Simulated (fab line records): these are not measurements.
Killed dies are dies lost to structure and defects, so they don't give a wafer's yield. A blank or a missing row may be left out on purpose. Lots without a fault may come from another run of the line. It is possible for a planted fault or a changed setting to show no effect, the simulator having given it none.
fab line records	flow nand_harc
[record] lots = 12	wafers = 36	last_day = 33
route steps=1302 shown P_M2@329 P_BONDPAD@351 END@1302
lots that met no fault: from a run of the same line without faults
start_h: hours from the record's first day to the start of the lot's first wafer shown	wait_h: how many hours have passed since the lot's step before this one	" same as the row above	L1.1+2: a row that stands for several wafers	- no value present, or no start provided	* or withheld: withheld	< > ~ a bound
route shown NAME@n: a module of which the file shows steps, and the number in the route of the first	usual: average and standard deviation across the fault-free wafers	same: alike in all rows	chamber/n: place in a boat	sites: the reading at each site	_std_site: the values' standard deviation	_edge_site: the outer-site mean with the inner-site mean subtracted	radius_mm: how far each site lies from the wafer's centre	mask NAME#n: copy n	behind: the most recent tool/chamber to have shaped the wafer	hold: the reason the lot was held/the length of the hold in hours/how it ended	device: whichever transistor did not switch (one of n, p or np)	end of line: the tests these same wafers got at the end of their route	where a step has no rows: the recipe by itself	killed: not the wafer's yield, but the dies lost to structure and defects at the first sort	map: shows each die of a wafer: x if killed, . if not, _ if none is there
set.NAME: the setting that was run; set.NAME@STEP: the one run at that earlier step	model.NAME: the simulator's own value behind a step, which no gauge read
steps of the route over a sample of lots; a table a step, a row a wafer
services: when a tool's chamber went out of use (start_h, in hours from the record's first day, below 0 if earlier), for how many hours, and the reason
[[steps]]
[step NHARC_P_M2_OVL_MEAS_10]
[recipe] pitch_nm = 340
[usual] overlay_x_nm = 0.0/0.65	overlay_y_nm = 0.2/0.79
lot.wafer	tool	chamber	start_h	wait_h	overlay_x_nm	overlay_y_nm
L574.4	overlay-01	-	157.91	-	-0.8	1.7
L574.5	"	-	"	"	-0.4	0.8
L574.6	"	-	"	"	0.0	1.5
L575.1	overlay-02	-	169.53	-	0.2	-1.0
L575.3	"	-	"	"	0.5	-1.9
L575.6	"	-	"	"	0.5	-1.0
L577.1	overlay-02	-	188.88	-	0.5	0.0
L577.2	"	-	"	"	-0.1	0.2
L577.3	"	-	"	"	0.0	0.3
L578.2	overlay-01	-	204.92	-	-0.3	1.3
L578.4	"	-	"	"	0.1	1.3
L578.5	"	-	"	"	0.0	1.9
L579.2	overlay-02	-	210.68	-	-0.7	0.4
L579.5	"	-	"	"	-0.6	-0.4
L579.6	"	-	"	"	-0.6	0.4
L587.4	overlay-02	-	293.36	-	-0.5	1.2
L587.5	"	-	"	"	-0.2	0.6
L587.6	"	-	"	"	0.1	0.9
L588.2	overlay-01	-	295.28	-	0.6	0.1
L588.4	"	-	"	"	0.9	0.6
L588.5	"	-	"	"	0.8	0.5
L589.1	overlay-02	-	307.12	-	1.4	1.0
L589.2	"	-	"	"	1.0	0.7
L589.3	"	-	"	"	1.2	1.1
L590.3	overlay-01	-	317.74	-	0.8	0.0
L590.4	"	-	"	"	1.1	-0.4
L590.6	"	-	"	"	1.1	0.3
L591.2	overlay-02	-	331.32	-	0.2	0.3
L591.5	"	-	"	"	0.5	1.0
L591.6	"	-	"	"	0.2	0.9
L593.1	overlay-01	-	348.64	-	-0.3	-0.2
L593.3	"	-	"	"	-0.8	-0.2
L593.4	"	-	"	"	-0.3	0.4
L594.2	overlay-02	-	356.34	-	-0.4	0.4
L594.4	"	-	"	"	-0.6	-0.3
L594.6	"	-	"	"	-0.1	-0.1
[step NHARC_P_M2_ETCH_28]
[recipe] target_depth_a = 300	over_etch_frac = 0.3	time_s = 72.99	ion_energy_ev = 150	cf4_flow_sccm = 50	n2_flow_sccm = 100	ar_flow_sccm = 150	rf_w = 300	bias_w = 100	chemistry = CF4/N2
[usual] bias_w = 100.00/0.3	drypump_motor_current_A = 5.8/0.4	oes_product_au = 1.001/0.011	rf_vpp_V = 315.0/2.4	showerhead_plenum_p_Torr = 2.67/0.13	throttle_valve_pct = 19.794/0.0092
[same] over_etch_frac = 0.3
lot.wafer	tool	chamber	start_h	wait_h	bias_w	drypump_motor_current_A	oes_product_au	rf_hours_counter_h	rf_vpp_V	showerhead_plenum_p_Torr	throttle_valve_pct
L574.4	rie_diel-09	1	-	-	100.00	6.3	0.995	0.3	315.5	2.66	19.796
L574.5	"	3	"	"	100.03	5.9	1.003	-	316.1	2.82	19.818
L574.6	"	0	"	"	99.71	6.1	0.994	-	312.4	2.57	19.804
L575.3	rie_diel-07	0	-	-	100.28	6.0	1.005	3.7	316.0	2.65	19.812
L575.1	"	3	"	"	100.09	6.2	1.022	3.3	310.8	2.52	19.787
L575.6	"	1	"	"	100.18	6.0	1.016	-	316.3	2.82	19.789
L577.3	rie_diel-09	0	-	-	100.26	6.1	0.994	1.7	315.2	2.57	19.799
L577.2	"	2	"	"	100.29	6.0	1.003	1.4	317.1	2.81	19.792
L577.1	"	3	"	"	99.67	5.9	1.014	1.7	317.2	2.82	19.800
L578.4	rie_diel-09	3	-	-	99.29	5.9	0.999	2.0	319.0	2.82	19.792
L578.2	"	0	"	"	100.08	6.1	0.992	1.9	312.5	2.57	19.803
L578.5	"	3	"	"	100.06	5.9	1.004	-	316.8	2.82	19.796
L579.2	rie_diel-07	2	-	-	99.71	5.5	1.007	4.5	317.1	2.80	19.793
L579.6	"	0	"	"	99.66	6.0	0.997	-	314.8	2.65	19.789
L579.5	"	1	"	"	99.95	5.9	1.004	-	317.9	2.82	19.807
L587.4	rie_diel-09	2	-	-	99.73	6.0	0.996	7.9	316.2	2.81	19.786
L587.6	"	3	"	"	99.64	5.9	1.009	-	317.2	2.82	19.808
L587.5	"	0	"	"	99.92	6.1	0.992	-	311.8	2.57	19.799
L588.4	rie_diel-10	2	-	-	99.84	4.8	0.981	2.2	317.2	2.78	19.798
L588.2	"	1	"	"	99.98	5.9	1.004	2.3	315.3	2.68	19.781
L588.5	"	3	"	"	100.17	5.7	1.002	-	312.2	2.48	19.797
L589.1	rie_diel-10	3	-	-	99.74	5.7	1.005	3.1	311.7	2.48	19.800
L589.3	"	0	"	"	99.97	5.9	1.001	3.3	312.4	2.46	19.801
L589.2	"	2	"	"	99.95	4.8	0.974	3.5	318.4	2.78	19.796
L590.4	rie_diel-07	0	-	-	99.78	6.1	1.005	0.8	314.8	2.65	19.796
L590.3	"	2	"	"	100.40	5.5	0.995	0.8	315.0	2.80	19.786
L590.6	"	1	"	"	99.93	6.0	1.003	-	317.7	2.82	19.796
L591.2	rie_diel-10	2	-	-	100.30	4.8	0.973	4.4	317.7	2.78	19.789
L591.5	"	1	"	"	100.23	5.8	1.007	-	317.5	2.68	19.791
L591.6	"	2	"	"	100.10	4.7	0.977	-	317.0	2.78	19.789
L593.3	rie_diel-07	0	-	-	99.92	6.0	1.013	3.2	314.7	2.65	19.810
L593.1	"	1	"	"	100.56	6.0	1.001	3.0	317.3	2.81	19.806
L593.4	"	2	"	"	99.56	5.5	1.001	2.9	318.0	2.80	19.782
L594.4	rie_diel-10	1	-	-	100.28	5.8	1.021	6.2	315.5	2.68	19.792
L594.2	"	2	"	"	99.94	4.8	0.990	5.9	317.9	2.78	19.804
L594.6	"	2	"	"	100.10	4.8	0.985	-	316.7	2.78	19.788
[step NHARC_P_M2_PVD_20]
[recipe] target_thk_a = 50	bias_v = 168.6	power_w = 15000	chamber_pressure_pa = 0.12	time_s = 8.06	substrate_temp_c = 50	material = TaN
[usual] throttle_valve_pct = 30.1/0.77
lot.wafer	tool	chamber	start_h	wait_h	throttle_valve_pct
L574.4	pvd_sputter-01	-	-	-	30.0
L574.5	"	-	"	"	30.5
L574.6	"	-	"	"	30.8
L575.1	pvd_sputter-01	-	-	-	30.9
L575.3	"	-	"	"	29.4
L575.6	"	-	"	"	30.3
L577.1	pvd_sputter-02	-	-	-	31.3
L577.2	"	-	"	"	31.1
L577.3	"	-	"	"	31.0
L578.4	pvd_sputter-03	-	-	-	29.6
L578.2	"	-	"	"	30.0
L578.5	"	-	"	"	29.5
L579.2	pvd_sputter-03	-	-	-	30.5
L579.6	"	-	"	"	28.9
L579.5	"	-	"	"	30.3
L587.4	pvd_sputter-03	-	-	-	28.6
L587.6	"	-	"	"	28.8
L587.5	"	-	"	"	30.4
L588.4	pvd_sputter-03	-	-	-	29.8
L588.2	"	-	"	"	28.9
L588.5	"	-	"	"	29.3
L589.1	pvd_sputter-03	-	-	-	29.8
L589.2	"	-	"	"	30.4
L589.3	"	-	"	"	29.6
L590.3	pvd_sputter-01	-	-	-	30.0
L590.4	"	-	"	"	29.6
L590.6	"	-	"	"	30.0
L591.2	pvd_sputter-03	-	-	-	28.8
L591.6	"	-	"	"	29.2
L591.5	"	-	"	"	29.6
L593.4	pvd_sputter-02	-	-	-	30.8
L593.3	"	-	"	"	31.0
L593.1	"	-	"	"	31.0
L594.2	pvd_sputter-01	-	-	-	30.0
L594.4	"	-	"	"	30.8
L594.6	"	-	"	"	30.2
[step NHARC_P_BONDPAD_DEP_00]
[recipe] target_thk_a = 2500	temp_c = 370	target_thk_nm = 250	pressure_torr = 3	flow_sccm = 200	rf_w = 450	material = SiCN
[usual] heater_power_w = 572/60	rf_fwd_power_W = 449.2/1.5	showerhead_vpp_V = 1325/53
lot.wafer	tool	chamber	start_h	wait_h	heater_power_w	rf_fwd_power_W	showerhead_vpp_V
L574.6	pecvd-02	1	161.53	0.4	533	449.7	1401
L574.4	"	2	"	"	610	447.6	1263
L574.5	"	0	"	"	683	450.0	1338
L575.1	pecvd-02	2	172.80	-	527	449.5	1269
L575.3	"	0	"	"	694	449.7	1349
L575.6	"	0	"	"	566	446.6	1341
L577.1	pecvd-01	2	192.10	-	501	449.0	1379
L577.3	"	0	"	"	627	447.5	1252
L577.2	"	1	"	"	550	448.9	1279
L578.2	pecvd-01	0	208.14	-	560	447.5	1262
L578.5	"	1	"	"	647	446.7	1282
L578.4	"	2	"	"	511	269.2	1060
L579.2	pecvd-01	1	213.95	-	647	450.4	1292
L579.5	"	0	"	"	554	447.6	1260
L579.6	"	2	"	"	553	270.9	1067
L587.6	pecvd-02	0	296.72	-	590	450.5	1359
L587.4	"	1	"	"	524	448.9	1436
L587.5	"	2	"	"	590	446.8	1263
L588.2	pecvd-01	2	298.65	-	518	450.0	1389
L588.4	"	1	"	"	557	446.8	1261
L588.5	"	0	"	"	566	447.5	1268
L589.3	pecvd-01	0	310.38	-	519	448.1	1263
L589.1	"	1	"	"	528	448.7	1289
L589.2	"	2	"	"	501	448.6	1368
L590.3	pecvd-04	0	321.18	-	647	448.9	1288
L590.6	"	2	"	"	666	448.3	1377
L590.4	"	0	"	"	639	450.4	1275
L591.2	pecvd-04	0	334.63	-	624	445.9	1277
L591.5	"	2	"	"	691	449.5	1369
L591.6	"	0	"	"	632	447.7	1260
L593.1	pecvd-01	2	351.86	-	453	449.9	1375
L593.3	"	0	"	"	621	449.6	1270
L593.4	"	1	"	"	578	449.5	1286
L594.2	pecvd-02	2	359.56	-	626	449.8	1292
L594.6	"	2	"	"	593	450.0	1268
L594.4	"	1	"	"	533	448.8	1423
[step NHARC_END_SORT_01]
[recipe] temp_c = 25
[usual] defect_limited_yield = 90.1/2.6	killed_at_array = 63/17	killed_at_other = 0.8/1.1	killed_at_periphery = 3.5/3	killed_dies = 67/17	killed_open = 3.1/1.6	killed_short = 2.6/1.4
[same] gross_dies = 677
lot.wafer	tool	chamber	start_h	wait_h	defect_limited_yield[%]	killed_at_array	killed_at_other	killed_at_periphery	killed_dies	killed_open	killed_short
L579.2	prober-02	0	651.21	2.8	86.9	81	1	7	89	3	3
L579.5	prober-02	0	653.63	3.7	86.7	87	1	2	90	1	1
L579.6	prober-02	0	654.43	4.0	87.9	78	0	4	82	3	1
L588.2	prober-01	0	732.87	2.8	92.2	46	0	7	53	2	4
L588.4	prober-01	0	734.46	3.4	91.9	52	1	2	55	3	3
L588.5	prober-01	0	735.25	3.7	90.0	65	2	1	68	3	6
L587.4	prober-02	0	734.46	3.4	90.7	57	0	6	63	3	2
L587.5	prober-02	0	735.26	3.7	89.7	69	0	1	70	5	3
L587.6	prober-02	0	736.06	4.0	88.2	76	0	4	80	1	4
L590.3	prober-01	0	752.73	3.1	87.7	81	1	1	83	3	4
L590.4	prober-01	0	753.55	3.4	85.4	98	1	0	99	5	1
L590.6	prober-01	0	755.18	4.1	84.8	102	0	1	103	5	2
L589.1	prober-01	0	758.98	2.5	90.7	61	0	2	63	6	3
// killed by level:class
L579.2 A_SLIT:chamber_film_flake=33 A_CHANNEL_HOLE_D1:chamber_film_flake=30 A_CHANNEL_HOLE_D2:chamber_film_flake=11 P_M0:chamber_film_flake=7 A_ONON_D2:geometric_particle:open=2 A_SOURCE_PLATE:geometric_particle:open=1 A_DECK1_JOINT:geometric_particle:short=1 A_ONON_D2:geometric_particle:short=1
L579.5 A_SLIT:chamber_film_flake=36 A_CHANNEL_HOLE_D1:chamber_film_flake=32 A_CHANNEL_HOLE_D2:chamber_film_flake=10 P_M0:chamber_film_flake=2 A_CHANNEL_FILL_D2:chamber_film_flake=2 A_SGD_CUT:chamber_film_flake=2 A_WL_FILL:geometric_particle:short=1 A_M0:geometric_particle:open=1
L579.6 A_CHANNEL_HOLE_D1:chamber_film_flake=32 A_SLIT:chamber_film_flake=25 A_CHANNEL_HOLE_D2:chamber_film_flake=13 A_CONTACT:chamber_film_flake=3 P_M0:chamber_film_flake=2 A_SGD_CUT:chamber_film_flake=2 P_M0:geometric_particle:open=1 A_CHANNEL_FILL_D1:geometric_particle:open=1
L588.2 A_CHANNEL_HOLE_D1:chamber_film_flake=27 A_CONTACT:chamber_film_flake=7 A_STAIRCASE:chamber_film_flake=6 A_DECK1_JOINT:chamber_film_flake=3 P_M0:geometric_particle:short=2 P_GATE:geometric_particle:short=1 P_CONTACT:geometric_particle:open=1 A_ONON_D1:geometric_particle:short=1
L588.4 A_CHANNEL_HOLE_D1:chamber_film_flake=34 A_CONTACT:chamber_film_flake=6 A_STAIRCASE:chamber_film_flake=5 A_SLIT:chamber_film_flake=2 P_GATE:geometric_particle:short=1 P_M1:geometric_particle:open=1 A_ONON_D1:geometric_particle:open=1 A_ONON_D1:geometric_particle:short=1
L587.4 A_SLIT:chamber_film_flake=24 A_CHANNEL_HOLE_D2:chamber_film_flake=16 A_CHANNEL_HOLE_D1:chamber_film_flake=7 A_CONTACT:chamber_film_flake=7 A_STAIRCASE:chamber_film_flake=3 P_GATE:geometric_particle:open=1 P_GATE:geometric_particle:short=1 P_CONTACT:geometric_particle:open=1
L588.5 A_CHANNEL_HOLE_D1:chamber_film_flake=35 A_STAIRCASE:chamber_film_flake=9 A_CONTACT:chamber_film_flake=7 A_SLIT:chamber_film_flake=3 A_ONON_D1:geometric_particle:short=2 A_DECK1_JOINT:chamber_film_flake=2 THIN_TSV:chamber_film_flake=2 P_M0:geometric_particle:short=1
L587.5 A_SLIT:chamber_film_flake=35 A_CHANNEL_HOLE_D2:chamber_film_flake=21 A_CHANNEL_HOLE_D1:chamber_film_flake=6 A_M0:geometric_particle:open=2 P_M0:geometric_particle:open=1 A_CHANNEL_FILL_D1:geometric_particle:short=1 A_DECK1_JOINT:geometric_particle:short=1 A_ONON_D2:geometric_particle:short=1
L587.6 A_SLIT:chamber_film_flake=37 A_CHANNEL_HOLE_D2:chamber_film_flake=22 A_CHANNEL_HOLE_D1:chamber_film_flake=7 A_CONTACT:chamber_film_flake=4 P_STI:chamber_film_flake=2 A_CHANNEL_FILL_D1:geometric_particle:short=1 A_ONON_D2:geometric_particle:short=1 A_CHANNEL_HOLE_D2:geometric_particle:open=1
L590.3 A_CHANNEL_HOLE_D1:chamber_film_flake=27 A_SLIT:chamber_film_flake=27 A_BLC:chamber_film_flake=10 A_CONTACT:chamber_film_flake=5 A_WL_FILL:chamber_film_flake=3 A_STAIRCASE:chamber_film_flake=2 P_M0:geometric_particle:open=1 A_ONON_D1:geometric_particle:short=1
L590.4 A_SLIT:chamber_film_flake=35 A_CHANNEL_HOLE_D1:chamber_film_flake=30 A_CHANNEL_HOLE_D2:chamber_film_flake=11 A_BLC:chamber_film_flake=7 A_DECK1_JOINT:chamber_film_flake=3 A_STAIRCASE:chamber_film_flake=3 A_CONTACT:chamber_film_flake=3 A_ONON_D1:geometric_particle:short=1
L590.6 A_CHANNEL_HOLE_D1:chamber_film_flake=35 A_SLIT:chamber_film_flake=29 A_CONTACT:chamber_film_flake=12 A_CHANNEL_HOLE_D2:chamber_film_flake=7 A_STAIRCASE:chamber_film_flake=5 A_BLC:chamber_film_flake=5 A_M0:geometric_particle:open=2 A_WL_FILL:chamber_film_flake=2
L589.1 A_CHANNEL_HOLE_D2:chamber_film_flake=25 A_CHANNEL_HOLE_D1:chamber_film_flake=9 A_STAIRCASE:chamber_film_flake=8 A_SLIT:chamber_film_flake=6 A_CONTACT:chamber_film_flake=2 P_CONTACT:geometric_particle:open=1 A_CHANNEL_FILL_D1:geometric_particle:open=1 A_CHANNEL_FILL_D1:geometric_particle:short=1
[[services]]
tool	chamber	start_h	hours	kind
rie_diel-09	-	143.10	9.0	pm
pecvd-04	0	157.31	11.4	repair
pvd_sputter-03	-	170.02	10.0	pm
rie_diel-07	3	175.88	7.3	repair
rie_diel-07	1	177.03	2.2	repair
pvd_sputter-02	-	194.21	0.7	repair
rie_diel-09	1	215.03	11.2	repair
pvd_sputter-01	-	226.09	10.0	pm
pecvd-02	-	227.10	13.0	pm
pvd_sputter-02	-	234.80	0.6	repair
pecvd-01	1	241.27	3.2	repair
rie_diel-10	-	242.50	9.0	pm
pvd_sputter-03	-	253.00	3.6	repair
pecvd-02	0	254.51	4.5	repair
pecvd-02	2	262.71	12.6	repair
pecvd-04	-	269.12	13.0	pm
rie_diel-07	-	294.20	9.0	pm
pecvd-01	-	311.18	13.0	pm
rie_diel-09	-	320.10	9.0	pm
rie_diel-10	1	321.12	6.6	repair
rie_diel-07	3	334.62	1.2	repair
pecvd-02	-	343.00	5.2	repair
pvd_sputter-03	-	348.02	10.0	pm
rie_diel-09	1	356.85	6.0	repair
[[key]]
[first_sign] step = NHARC_P_BONDPAD_DEP_00	reading = rf_fwd_power_W	direction = down	sigmas = 99+	usual = *	struck = *
[effect] step = NHARC_P_BONDPAD_DEP_00	reading = showerhead_vpp_V	direction = down	sigmas = 5	usual = 1325	struck = 1064
met_at NHARC_P_BONDPAD_DEP_00
struck_lots L578,L579
struck_wafers L578.4,L579.6
not_acting_at NHARC_P_M2_OVL_MEAS_10,NHARC_P_M2_ETCH_28,NHARC_P_M2_PVD_20
onset_between 192.10 208.14
[fault] kind = process_parameter_drift	tool = pecvd-01	chamber = 2	onset_h = 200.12	steps = NHARC_P_BONDPAD_DEP_00	channel = rf_w	offset = *	shape = step	end_h = 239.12	acts_in = *	stated = *
